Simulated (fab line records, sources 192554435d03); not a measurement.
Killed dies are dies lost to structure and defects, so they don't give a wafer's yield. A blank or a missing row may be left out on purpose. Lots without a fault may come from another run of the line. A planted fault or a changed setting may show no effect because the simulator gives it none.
Which tool did it? | flow n5_finfet | 23 lots, 69 wafers sampled, at 6 steps of a route of 1938

WHAT THE GAUGES READ, wafer by wafer
The record holds no reading of a measuring or inspecting step that can be judged against a usual standard deviation.

WHICH TOOL RAN EACH LOT (tool, then ch and the chambers of the sampled wafers, then the start)
lot  | N5_BEOL_M5_SPUTTER_83        | N5_BEOL_M5_ANNEAL_51             | N5_BEOL_M6_ILD_DEP_00           | N5_BEOL_M6_ETCH_61                 | N5_BEOL_M6_VIA_ETCH_34             | N5_BEOL_M7_CURE_74
L074 | pvd_sputter-03, day 9 09:53  | rtp_anneal-01 ch 0, day 9 12:16  | pecvd-03 ch 0, day 9 13:11      | rie_diel-03 ch 0,2,3, day 9 16:17  | rie_diel-01 ch 0,2,3, day 9 17:29  | uv_cure-02 ch 0, day 9 21:43
L075 | pvd_sputter-02, day 9 14:02  | rtp_anneal-02 ch 0, day 9 16:25  | pecvd-03 ch 0,1, day 9 17:20    | rie_diel-03 ch 0,1,3, day 9 18:39  | rie_diel-05 ch 1,2,3, day 9 20:38  | uv_cure-02 ch 2, day 9 23:14
L078 | pvd_sputter-03, day 11 11:22 | rtp_anneal-01 ch 0, day 11 13:47 | pecvd-03 ch 0,1,2, day 11 14:40 | rie_diel-03 ch 0,1,3, day 11 16:20 | rie_diel-05 ch 0,3, day 11 19:02   | uv_cure-03 ch 1, day 11 22:59
L077 | pvd_sputter-02, day 11 13:33 | rtp_anneal-02 ch 0, day 11 16:04 | pecvd-04 ch 0,1,2, day 11 16:58 | rie_diel-01 ch 1,2, day 11 19:22   | rie_diel-01 ch 2,3, day 11 22:53   | uv_cure-01 ch 2, day 12 02:57
L079 | pvd_sputter-02, day 12 08:38 | rtp_anneal-01 ch 0, day 12 11:01 | pecvd-02 ch 0,1,2, day 12 11:56 | rie_diel-03 ch 0,2, day 12 13:45   | rie_diel-03 ch 0,3, day 12 16:29   | uv_cure-01 ch 2, day 12 19:04
L080 | pvd_sputter-01, day 12 09:30 | rtp_anneal-01 ch 0, day 12 11:55 | pecvd-03 ch 0,1,2, day 12 12:49 | rie_diel-03 ch 0,2, day 12 14:03   | rie_diel-03 ch 0,2, day 12 16:53   | uv_cure-01 ch 2, day 12 21:23
L081 | pvd_sputter-03, day 12 15:55 | rtp_anneal-02 ch 0, day 12 18:37 | pecvd-02 ch 0,2, day 12 19:32   | rie_diel-01 ch 0,1,3, day 12 21:19 | rie_diel-05 ch 1,2,3, day 12 23:22 | uv_cure-02 ch 2, day 13 02:08
L082 | pvd_sputter-03, day 12 22:16 | rtp_anneal-01 ch 0, day 13 00:38 | pecvd-02 ch 0,1, day 13 01:35   | rie_diel-05 ch 0,1,2, day 13 03:55 | rie_diel-05 ch 0,1,2, day 13 07:13 | uv_cure-01 ch 1, day 13 09:44
L083 | pvd_sputter-02, day 13 03:20 | rtp_anneal-02 ch 0, day 13 05:46 | pecvd-02 ch 0,1,2, day 13 09:10 | rie_diel-05 ch 0,2,3, day 13 11:49 | rie_diel-01 ch 1,2, day 13 14:11   | uv_cure-03 ch 0, day 13 18:35
L084 | pvd_sputter-01, day 13 15:22 | rtp_anneal-02 ch 0, day 13 17:44 | pecvd-03 ch 0,1, day 13 18:40   | rie_diel-01 ch 0,1,2, day 13 22:47 | rie_diel-03 ch 0,1,2, day 14 02:38 | uv_cure-02 ch 0, day 14 06:38
L085 | pvd_sputter-03, day 13 19:29 | rtp_anneal-02 ch 0, day 13 21:52 | pecvd-04 ch 0,1, day 13 22:47   | rie_diel-01 ch 0,1,2, day 14 03:30 | rie_diel-05 ch 0,1,2, day 14 04:54 | uv_cure-01 ch 0, day 14 09:25
L087 | pvd_sputter-01, day 13 19:47 | rtp_anneal-02 ch 0, day 13 22:20 | pecvd-02 ch 0,1, day 13 23:26   | rie_diel-03 ch 0,2,3, day 14 03:40 | rie_diel-01 ch 0,1,3, day 14 07:34 | uv_cure-03 ch 2, day 14 10:26
L086 | pvd_sputter-03, day 14 01:08 | rtp_anneal-01 ch 0, day 14 03:33 | pecvd-04 ch 0,1, day 14 06:26   | rie_diel-05 ch 1,2, day 14 08:21   | rie_diel-01 ch 0,1, day 14 09:31   | uv_cure-02 ch 2, day 14 12:31
L076 | pvd_sputter-02, day 14 07:40 | rtp_anneal-02 ch 0, day 14 10:08 | pecvd-04 ch 1,2, day 14 11:02   | rie_diel-05 ch 0,3, day 14 14:56   | rie_diel-01 ch 0,3, day 14 17:06   | uv_cure-01 ch 2, day 14 19:55
L089 | pvd_sputter-03, day 14 10:44 | rtp_anneal-01 ch 0, day 14 13:13 | pecvd-03 ch 1,2, day 14 14:21   | rie_diel-05 ch 1,2, day 14 15:39   | rie_diel-05 ch 0,1, day 14 17:16   | uv_cure-03 ch 1, day 14 20:00
L090 | pvd_sputter-01, day 14 11:49 | rtp_anneal-02 ch 0, day 14 14:20 | pecvd-04 ch 1,2, day 14 15:13   | rie_diel-05 ch 0,2, day 14 18:25   | rie_diel-01 ch 1,3, day 14 20:43   | uv_cure-03 ch 1, day 15 00:47
L091 | pvd_sputter-02, day 15 04:46 | rtp_anneal-01 ch 0, day 15 07:11 | pecvd-03 ch 0,1,2, day 15 08:07 | rie_diel-01 ch 0,3, day 15 11:23   | rie_diel-03 ch 0,1,2, day 15 17:23 | uv_cure-01 ch 2, day 15 20:41
L088 | pvd_sputter-01, day 15 13:20 | rtp_anneal-02 ch 0, day 15 15:46 | pecvd-04 ch 0,1, day 15 16:41   | rie_diel-05 ch 1,2,3, day 15 18:43 | rie_diel-05 ch 1,3, day 15 20:23   | uv_cure-01 ch 0, day 15 23:34
L092 | pvd_sputter-02, day 15 14:39 | rtp_anneal-01 ch 0, day 15 17:02 | pecvd-02 ch 0,1,2, day 15 17:57 | rie_diel-01 ch 0,2,3, day 15 20:19 | rie_diel-05 ch 0,1,2, day 15 21:37 | uv_cure-02 ch 0, day 16 01:41
L094 | pvd_sputter-03, day 15 14:41 | rtp_anneal-02 ch 0, day 15 17:04 | pecvd-04 ch 0,1, day 15 18:02   | rie_diel-01 ch 0,2, day 15 20:34   | rie_diel-05 ch 0,1,2, day 15 22:01 | uv_cure-01 ch 1, day 16 01:55
L095 | pvd_sputter-02, day 15 19:05 | rtp_anneal-02 ch 0, day 15 21:34 | pecvd-02 ch 0,2, day 15 22:28   | rie_diel-03 ch 1,2,3, day 16 00:28 | rie_diel-03 ch 2,3, day 16 04:58   | uv_cure-02 ch 0, day 16 08:41
L096 | pvd_sputter-03, day 15 22:44 | rtp_anneal-02 ch 0, day 16 01:14 | pecvd-02 ch 0,1, day 16 02:06   | rie_diel-03 ch 0,3, day 16 05:47   | rie_diel-05 ch 0,3, day 16 07:23   | uv_cure-01 ch 2, day 16 11:37
L097 | pvd_sputter-01, day 15 23:34 | rtp_anneal-02 ch 0, day 16 01:56 | pecvd-04 ch 0,1,2, day 16 03:10 | rie_diel-01 ch 2,3, day 16 05:49   | rie_diel-03 ch 0,1,3, day 16 07:17 | uv_cure-02 ch 0, day 16 11:24
- N5_BEOL_M5_SPUTTER_83: material Cu, target thk 15 nm, time 27.62 s.
- N5_BEOL_M5_ANNEAL_51: time 90 s.
- N5_BEOL_M6_ILD_DEP_00: deposits SiCOH lowk from DEMS/porogen, target thk 179.75 nm, time 33.4 s.
- N5_BEOL_M6_ETCH_61: etches SiARC in CF4, target depth 45.5 nm, time 75.8 s.
- N5_BEOL_M6_VIA_ETCH_34: etches SiCOH lowk in C4F6/O2, target depth 126.3 nm, time 50.9 s.
- N5_BEOL_M7_CURE_74: cures SiCOH lowk, time 240 s.

WHAT THE TOOLS THEMSELVES READ (means of the sampled wafers that have a number; where no wafer has one, the mark that the record gives instead)
N5_BEOL_M5_SPUTTER_83. Usual: susceptor_temp_C -20.00 C, standard deviation 0.1; throttle_valve_pct 30.2 %, standard deviation 0.75.
lot  | tool           | susceptor_temp_C (C) | throttle_valve_pct (%) | flag
L074 | pvd_sputter-03 | -20.04               | 30.1                   |
L075 | pvd_sputter-02 | -20.02               | 30.4                   |
L078 | pvd_sputter-03 | -20.03               | 30.2                   |
L077 | pvd_sputter-02 | -20.05               | 30.1                   |
L079 | pvd_sputter-02 | -19.84               | 30.7                   |
L080 | pvd_sputter-01 | -20.05               | 30.6                   |
L081 | pvd_sputter-03 | -19.99               | 30.2                   |
L082 | pvd_sputter-03 | -19.93               | 29.8                   |
L083 | pvd_sputter-02 | -20.03               | 29.7                   |
L084 | pvd_sputter-01 | -20.00               | 30.6                   |
L085 | pvd_sputter-03 | -20.05               | 30.5                   |
L087 | pvd_sputter-01 | -20.01               | 29.9                   |
L086 | pvd_sputter-03 | -20.01               | 30.2                   |
L076 | pvd_sputter-02 | -20.02               | 30.0                   |
L089 | pvd_sputter-03 | -19.98               | 30.0                   |
L090 | pvd_sputter-01 | -20.12               | 30.5                   |
L091 | pvd_sputter-02 | -20.00               | 30.4                   |
L088 | pvd_sputter-01 | -20.00               | 30.5                   |
L092 | pvd_sputter-02 | -20.03               | 30.0                   |
L094 | pvd_sputter-03 | -19.93               | 30.1                   |
L095 | pvd_sputter-02 | -19.90               | 30.6                   |
L096 | pvd_sputter-03 | -19.94               | 30.3                   |
L097 | pvd_sputter-01 | -20.08               | 29.9                   |

N5_BEOL_M5_ANNEAL_51. Usual: wafer_temp_C_max 226.05, standard deviation 0.3.
lot  | tool          | wafer_temp_C_max | flag
L074 | rtp_anneal-01 | 226.17           |
L075 | rtp_anneal-02 | 225.71           |
L078 | rtp_anneal-01 | 226.16           |
L077 | rtp_anneal-02 | 225.94           |
L079 | rtp_anneal-01 | 226.24           |
L080 | rtp_anneal-01 | 226.26           |
L081 | rtp_anneal-02 | 226.00           |
L082 | rtp_anneal-01 | 226.50           |
L083 | rtp_anneal-02 | 225.83           |
L084 | rtp_anneal-02 | 225.70           |
L085 | rtp_anneal-02 | 226.07           |
L087 | rtp_anneal-02 | 226.11           |
L086 | rtp_anneal-01 | 226.35           |
L076 | rtp_anneal-02 | 225.74           |
L089 | rtp_anneal-01 | 226.13           |
L090 | rtp_anneal-02 | 225.99           |
L091 | rtp_anneal-01 | 225.97           |
L088 | rtp_anneal-02 | 226.00           |
L092 | rtp_anneal-01 | 226.32           |
L094 | rtp_anneal-02 | 225.96           |
L095 | rtp_anneal-02 | 225.91           |
L096 | rtp_anneal-02 | 225.95           |
L097 | rtp_anneal-02 | 226.00           |

N5_BEOL_M6_ILD_DEP_00. Usual: heater_power_w 335 W, standard deviation 46; showerhead_plenum_p_Torr 5.742 Torr, standard deviation 0.021; susceptor_temp_C 300.01 C, standard deviation 0.19; throttle_valve_pct 14.2 %, standard deviation 0.75.
lot  | tool     | heater_power_w (W) | showerhead_plenum_p_Torr (Torr) | susceptor_temp_C (C) | throttle_valve_pct (%) | flag
L074 | pecvd-03 | 324                | 5.731                           | 300.03               | 14.0                   |
L075 | pecvd-03 | 317                | 5.732                           | 299.82               | 14.1                   |
L078 | pecvd-03 | 326                | 5.741                           | 300.06               | 13.6                   |
L077 | pecvd-04 | 387                | 5.744                           | 299.95               | 14.5                   |
L079 | pecvd-02 | 328                | 5.742                           | 300.00               | 14.4                   |
L080 | pecvd-03 | 311                | 5.726                           | 299.97               | 13.5                   |
L081 | pecvd-02 | 308                | 5.753                           | 299.98               | 13.7                   |
L082 | pecvd-02 | 321                | 5.726                           | 300.06               | 14.2                   |
L083 | pecvd-02 | 318                | 5.737                           | 299.98               | 14.2                   |
L084 | pecvd-03 | 322                | 5.736                           | 300.37               | 14.0                   |
L085 | pecvd-04 | 377                | 5.751                           | 300.07               | 15.1                   |
L087 | pecvd-02 | 293                | 5.746                           | 300.10               | 14.6                   |
L086 | pecvd-04 | 371                | 5.746                           | 300.02               | 15.0                   |
L076 | pecvd-04 | 346                | 5.767                           | 299.96               | 14.7                   |
L089 | pecvd-03 | 264                | 5.749                           | 299.98               | 13.3                   |
L090 | pecvd-04 | 348                | 5.758                           | 300.18               | 15.1                   |
L091 | pecvd-03 | 325                | 5.748                           | 300.07               | 13.7                   |
L088 | pecvd-04 | 398                | 5.747                           | 299.98               | 15.1                   |
L092 | pecvd-02 | 308                | 5.738                           | 300.06               | 14.3                   |
L094 | pecvd-04 | 427                | 5.743                           | 299.97               | 15.1                   |
L095 | pecvd-02 | 322                | 5.726                           | 300.00               | 13.7                   |
L096 | pecvd-02 | 304                | 5.726                           | 299.87               | 14.1                   |
L097 | pecvd-04 | 348                | 5.751                           | 299.87               | 14.3                   |

N5_BEOL_M6_ETCH_61. Usual: drypump_motor_current_A 5.8 A, standard deviation 0.49; etch_rf_on_time_s 75.6 s, standard deviation 1.9; mfc_ar_sccm 99.99 sccm, standard deviation 0.25; oes_product_au 0.69 a.u., standard deviation 0.068; rf_vpp_V 183.8 V, standard deviation 1.2; showerhead_plenum_p_Torr 2.12 Torr, standard deviation 0.075; throttle_valve_pct 15.62 %, standard deviation 0.22.
lot  | tool        | drypump_motor_current_A (A) | etch_rf_on_time_s (s) | mfc_ar_sccm (sccm) | oes_product_au (a.u.) | rf_vpp_V (V) | showerhead_plenum_p_Torr (Torr) | throttle_valve_pct (%) | flag
L074 | rie_diel-03 | 6.1                         | 75.7                  | 99.90              | 0.67                  | 185.4        | 2.16                            | 15.87                  |
L075 | rie_diel-03 | 6.0                         | 76.1                  | 100.09             | 0.67                  | 185.0        | 2.15                            | 15.75                  |
L078 | rie_diel-03 | 6.0                         | 76.3                  | 99.95              | 0.74                  | 184.2        | 2.15                            | 15.59                  |
L077 | rie_diel-01 | 6.1                         | 74.5                  | 99.98              | 0.66                  | 183.9        | 2.12                            | 15.47                  |
L079 | rie_diel-03 | 6.5                         | 74.2                  | 100.17             | 0.70                  | 183.5        | 2.14                            | 15.74                  |
L080 | rie_diel-03 | 6.2                         | 75.5                  | 99.54              | 0.68                  | 183.6        | 2.11                            | 15.72                  |
L081 | rie_diel-01 | 5.9                         | 76.1                  | 99.68              | 0.64                  | 183.1        | 2.03                            | 15.54                  |
L082 | rie_diel-05 | 5.7                         | 75.0                  | 99.96              | 0.68                  | 183.7        | 2.16                            | 15.65                  |
L083 | rie_diel-05 | 5.5                         | 74.7                  | 100.04             | 0.69                  | 184.9        | 2.16                            | 15.59                  |
L084 | rie_diel-01 | 6.0                         | 77.0                  | 100.23             | 0.63                  | 183.3        | 2.11                            | 15.66                  |
L085 | rie_diel-01 | 6.0                         | 75.9                  | 99.92              | 0.63                  | 183.4        | 2.11                            | 15.66                  |
L087 | rie_diel-03 | 6.1                         | 75.5                  | 99.97              | 0.72                  | 183.6        | 2.15                            | 15.75                  |
L086 | rie_diel-05 | 5.8                         | 73.9                  | 99.83              | 0.66                  | 184.5        | 2.17                            | 15.74                  |
L076 | rie_diel-05 | 5.5                         | 75.4                  | 100.14             | 0.72                  | 183.5        | 2.13                            | 15.40                  |
L089 | rie_diel-05 | 6.0                         | 74.1                  | 100.33             | 0.70                  | 183.3        | 2.13                            | 15.62                  |
L090 | rie_diel-05 | 5.4                         | 74.6                  | 100.04             | 0.66                  | 184.0        | 2.19                            | 15.71                  |
L091 | rie_diel-01 | 5.5                         | 76.9                  | 99.91              | 0.61                  | 182.2        | 1.97                            | 15.66                  |
L088 | rie_diel-05 | 5.8                         | 75.1                  | 100.12             | 0.69                  | 183.0        | 2.13                            | 15.59                  |
L092 | rie_diel-01 | 5.6                         | 76.6                  | 100.11             | 0.68                  | 182.3        | 2.05                            | 15.60                  |
L094 | rie_diel-01 | 5.7                         | 76.1                  | 99.88              | 0.76                  | 183.9        | 2.14                            | 15.54                  |
L095 | rie_diel-03 | 6.2                         | 75.8                  | 99.84              | 0.71                  | 184.0        | 2.17                            | 15.67                  |
L096 | rie_diel-03 | 5.9                         | 75.4                  | 99.86              | 0.70                  | 183.2        | 2.11                            | 15.73                  |
L097 | rie_diel-01 | 5.3                         | 74.8                  | 100.03             | 0.75                  | 183.8        | 2.10                            | 15.45                  |

N5_BEOL_M6_VIA_ETCH_34. Usual: drypump_motor_current_A 5.9 A, standard deviation 0.48; mfc_ar_sccm 300.0 sccm, standard deviation 0.93; oes_product_au 0.79 a.u., standard deviation 0.066; rf_vpp_V 659 V, standard deviation 12; showerhead_plenum_p_Torr 2.82 Torr, standard deviation 0.094; throttle_valve_pct 20.89 %, standard deviation 0.2.
lot  | tool        | drypump_motor_current_A (A) | mfc_ar_sccm (sccm) | oes_product_au (a.u.) | rf_vpp_V (V) | showerhead_plenum_p_Torr (Torr) | throttle_valve_pct (%) | flag
L074 | rie_diel-01 | 5.6                         | 300.0              | 0.73                  | 662          | 2.75                            | 20.89                  |
L075 | rie_diel-05 | 5.8                         | 299.3              | 0.85                  | 662          | 2.84                            | 20.76                  |
L078 | rie_diel-05 | 5.4                         | 300.3              | 0.84                  | 653          | 2.87                            | 20.85                  |
L077 | rie_diel-01 | 5.2                         | 299.9              | 0.72                  | 666          | 2.71                            | 20.79                  |
L079 | rie_diel-03 | 5.9                         | 300.3              | 0.84                  | 670          | 2.81                            | 21.02                  |
L080 | rie_diel-03 | 6.5                         | 299.9              | 0.80                  | 649          | 2.85                            | 21.12                  |
L081 | rie_diel-05 | 5.8                         | 300.3              | 0.83                  | 662          | 2.83                            | 20.79                  |
L082 | rie_diel-05 | 5.7                         | 300.0              | 0.80                  | 658          | 2.87                            | 20.91                  |
L083 | rie_diel-01 | 6.1                         | 299.8              | 0.76                  | 659          | 2.81                            | 20.74                  |
L084 | rie_diel-03 | 6.4                         | 299.5              | 0.79                  | 652          | 2.84                            | 20.97                  |
L085 | rie_diel-05 | 5.8                         | 299.9              | 0.80                  | 659          | 2.87                            | 20.91                  |
L087 | rie_diel-01 | 5.9                         | 300.0              | 0.74                  | 650          | 2.69                            | 20.77                  |
L086 | rie_diel-01 | 6.3                         | 301.3              | 0.77                  | 647          | 2.75                            | 20.73                  |
L076 | rie_diel-01 | 5.8                         | 300.5              | 0.72                  | 650          | 2.67                            | 20.93                  |
L089 | rie_diel-05 | 5.9                         | 300.1              | 0.85                  | 657          | 2.82                            | 20.85                  |
L090 | rie_diel-01 | 6.0                         | 299.7              | 0.76                  | 651          | 2.70                            | 20.62                  |
L091 | rie_diel-03 | 6.4                         | 300.4              | 0.78                  | 652          | 2.84                            | 20.97                  |
L088 | rie_diel-05 | 5.7                         | 300.3              | 0.84                  | 660          | 2.78                            | 20.71                  |
L092 | rie_diel-05 | 5.7                         | 300.2              | 0.79                  | 658          | 2.86                            | 20.94                  |
L094 | rie_diel-05 | 5.7                         | 299.9              | 0.79                  | 658          | 2.86                            | 20.94                  |
L095 | rie_diel-03 | 6.3                         | 299.8              | 0.83                  | 656          | 2.89                            | 21.16                  |
L096 | rie_diel-05 | 5.4                         | 299.5              | 0.80                  | 653          | 2.86                            | 20.90                  |
L097 | rie_diel-03 | 6.0                         | 301.0              | 0.82                  | 664          | 2.84                            | 20.95                  |

N5_BEOL_M7_CURE_74. Usual: lamp_power_pct 52.32 %, standard deviation 0.057; wafer_temp_C_max 386.7, standard deviation 0.51.
lot  | tool       | lamp_power_pct (%) | wafer_temp_C_max | flag
L074 | uv_cure-02 | 52.39              | 386.7            |
L075 | uv_cure-02 | 52.33              | 386.9            |
L078 | uv_cure-03 | 52.29              | 386.7            |
L077 | uv_cure-01 | 52.31              | 386.8            |
L079 | uv_cure-01 | 52.33              | 386.2            |
L080 | uv_cure-01 | 52.32              | 386.7            |
L081 | uv_cure-02 | 52.34              | 386.9            |
L082 | uv_cure-01 | 52.38              | 386.0            |
L083 | uv_cure-03 | 52.32              | 387.5            |
L084 | uv_cure-02 | 52.28              | 386.2            |
L085 | uv_cure-01 | 52.32              | 387.1            |
L087 | uv_cure-03 | 52.34              | 386.7            |
L086 | uv_cure-02 | 52.32              | 387.4            |
L076 | uv_cure-01 | 52.31              | 386.7            |
L089 | uv_cure-03 | 52.32              | 387.1            |
L090 | uv_cure-03 | 52.32              | 386.6            |
L091 | uv_cure-01 | 52.37              | 386.8            |
L088 | uv_cure-01 | 52.36              | 386.7            |
L092 | uv_cure-02 | 52.32              | 386.4            |
L094 | uv_cure-01 | 52.24              | 386.3            |
L095 | uv_cure-02 | 52.28              | 386.5            |
L096 | uv_cure-01 | 52.33              | 386.6            |
L097 | uv_cure-02 | 52.29              | 386.7            |

THE ANSWER, worked out from the rows above alone
Rule: a lot is off if the mean of its wafers that have a number lies more than 3 standard deviations from the usual mean. A lot without any number at a reading at which 4 lots or more have one is off too. The other lots that the step has rows for count as sound. The gauges are gone through in route order, then the tools' own readings, and for those a lot's mean is taken as printed above. The first step at which some lot is off is used, and at that step the reading that is off furthest; a lot without a number counts as furthest.
No lot is off at any reading shown: from this, nothing can be told.

WHAT THE SIMULATOR HAD PUT IN
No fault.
